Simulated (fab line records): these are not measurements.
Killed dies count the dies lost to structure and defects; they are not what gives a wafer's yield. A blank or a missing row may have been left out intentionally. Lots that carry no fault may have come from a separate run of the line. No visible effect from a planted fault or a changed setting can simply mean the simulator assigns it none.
A lot that was struck, set against a sound lot :: flow nand harc :: 25 out of 1302 route steps
Sound: the wafers L529.1, L529.3, L529.5. The struck wafers were L531.3, L531.4, L531.5. The cause is given at the end.
At each step with rows: each side's tool, then ch and its chambers, then its first start. Under that, the readings that differ: sound wafers :: struck wafers :: difference of the means :: sigmas: that difference in standard deviations of wafers without a fault.
alike: words and numbers the same on both sides, and readings whose means are apart by under 2 such deviations; not compared: readings that were withheld, readings missing a value for some wafer, numbers with overlapping values and no deviation given by the record, and bounds like >300 which may hide the same value.
A row with sigmas, a row that says differs or no value, or rows on one side alone: a step with any of these is where the two part. Non-overlapping numbers with no deviation appear without sigmas and do not part them. Lack of a reading on every wafer of one side parts them only where that side has two or more wafers.

first, 5 steps without rows for these wafers: NHARC_P_GATE_STRIP_15 (strips in SPM, time 780 s); NHARC_P_GATE_PRECLEAN_71 (cleans in SC1); NHARC_P_GATE_SRD_72; NHARC_P_GATE_OXIDE_16 (material SiO2, target thk 3 nm, ox time 392 s); NHARC_P_GATE_CVD_17 (deposits poly-Si, target thk 150 nm, time 900 s).
NHARC_P_GATE_HM_DEP_102: deposits aC, target thk 120 nm.
  sound on acl dep-03 ch 0, day 6 18:23; struck on acl dep-02 ch 0, day 7 13:43
  alike: throttle valve pct
then, 6 steps without rows for these wafers: NHARC_P_GATE_DEP_103 (deposits SiON, target thk 30 nm); NHARC_P_GATE_DEHYDRATE_18 (time 120 s); NHARC_P_GATE_HMDS_19 (time 30 s); NHARC_P_GATE_COAT_20 (resist thk 90 nm); NHARC_P_GATE_SOFTBAKE_21 (time 55 s); NHARC_P_GATE_EBR_22.
NHARC_P_GATE_EXPOSE_23: exposes mask P GATE, target cd 120 nm.
  sound on arfi scanner-03 ch 0, day 6 19:36; struck on arfi scanner-02 ch 0, day 7 14:35
reading: mask
sound: P_GATE#0 P_GATE#0 P_GATE#0
struck: P_GATE_R1#0 P_GATE_R1#0 P_GATE_R1#0
difference: differs
sigmas: 
then, 2 steps without rows for these wafers: NHARC_P_GATE_PEB_24 (peb time 65 s); NHARC_P_GATE_DEVELOP_25 (develop time 35 s).
NHARC_P_GATE_CD_MEAS_26: the cd target is 120 nm.
  sound on cd sem-03 ch 0, day 6 19:44; struck on cd sem-01 ch 0, day 7 14:43
reading: cd nm (nm)
sound: 121.7 122.2 120.8
struck: 90.4 89.9 89.6
difference: -31.6
sigmas: -35
NHARC_P_GATE_OVL_MEAS_27:
  sound on overlay-02 at day 6 19:50; struck on overlay-01 at day 7 14:48
  alike: overlay x nm, overlay y nm
NHARC_P_GATE_INSPECT_28:
  sound on defect inspect-02 at day 6 19:52; struck on defect inspect-01 at day 7 14:50
  alike: raw defect count
NHARC_P_GATE_DESCUM_31: chemistry O2, time 3 s.
  sound on rie diel-10 ch 0,3, day 6 19:55; struck on rie diel-13 ch 1,2,3, day 7 14:54
reading: model.P_GATE.cd nm (nm)
sound: 121.6 121.5 121.2
struck: 89.27 89.51 89.73
difference: -31.93
sigmas: 
  alike: chamber pressure mTorr, drypump motor current A, oes product au, rf vpp V, showerhead plenum p Torr, throttle valve pct
  not compared: rf hours counter h
NHARC_P_GATE_ETCH_104: etches the open film in CF4/CHF3, target depth 60 nm.
  sound on rie diel-10 ch 2,3, day 6 20:01; struck on rie diel-13 ch 0,1,2, day 7 14:59
  alike: cf4 flow sccm, chamber pressure mTorr, drypump motor current A, oes product au, rf vpp V, showerhead plenum p Torr, throttle valve pct
NHARC_P_GATE_HM_OPEN_105: chemistry O2/COS, target depth 360 nm.
  sound on rie diel-10 ch 0,1,3; struck on rie diel-13 ch 1,2,3
  alike: chamber pressure mTorr, drypump motor current A, oes product au, rf vpp V, showerhead plenum p Torr, throttle valve pct
  not compared: rf hours counter h
then, 1 step without rows for these wafers: NHARC_P_GATE_STRIP_106 (strips in O2/COS).
NHARC_P_GATE_ETCH_114: etches the open film in CF4/O2, target depth 30 nm, overetch 3 nm, time 16.5 s.
  sound on rie diel-10 ch 0,2,3; struck on rie diel-13 ch 0,1,3
  alike: cf4 flow sccm, chamber pressure mTorr, drypump motor current A, oes product au, rf vpp V, showerhead plenum p Torr, throttle valve pct
  not compared: rf hours counter h
NHARC_P_GATE_ETCH_32: etches the open film in HBr/Cl2, target depth 150 nm, time 100.1 s.
  sound on rie si-06 ch 0,1,2, day 6 20:25; struck on rie si-03 ch 0,1,2, day 7 15:23
reading: model.P_GATE.cd nm (nm)
sound: 126.8 118.9 126.4
struck: 87.32 93.47 88.25
difference: -34.35
sigmas: 
  alike: chamber pressure mTorr, drypump motor current A, oes product au, throttle valve pct
  not compared: rf hours counter h
NHARC_P_GATE_STRIP_108: strips in O2.
  sound on rie diel-01 ch 0,1,2, day 6 20:34; struck on rie diel-13 ch 1,3, day 7 15:32
  alike: chamber pressure mTorr, drypump motor current A, oes product au, rf vpp V, showerhead plenum p Torr, throttle valve pct
  not compared: rf hours counter h

## WHERE THEY PART
First at NHARC_P_GATE_EXPOSE_23; last, within this record, at NHARC_P_GATE_CD_MEAS_26. Later steps at which nothing parts them and some readings are alike: NHARC_P_GATE_OVL_MEAS_27, NHARC_P_GATE_INSPECT_28, NHARC_P_GATE_DESCUM_31, NHARC_P_GATE_ETCH_104, NHARC_P_GATE_HM_OPEN_105, NHARC_P_GATE_ETCH_114, NHARC_P_GATE_ETCH_32, NHARC_P_GATE_STRIP_108.

WHY: what had been put in by the simulator
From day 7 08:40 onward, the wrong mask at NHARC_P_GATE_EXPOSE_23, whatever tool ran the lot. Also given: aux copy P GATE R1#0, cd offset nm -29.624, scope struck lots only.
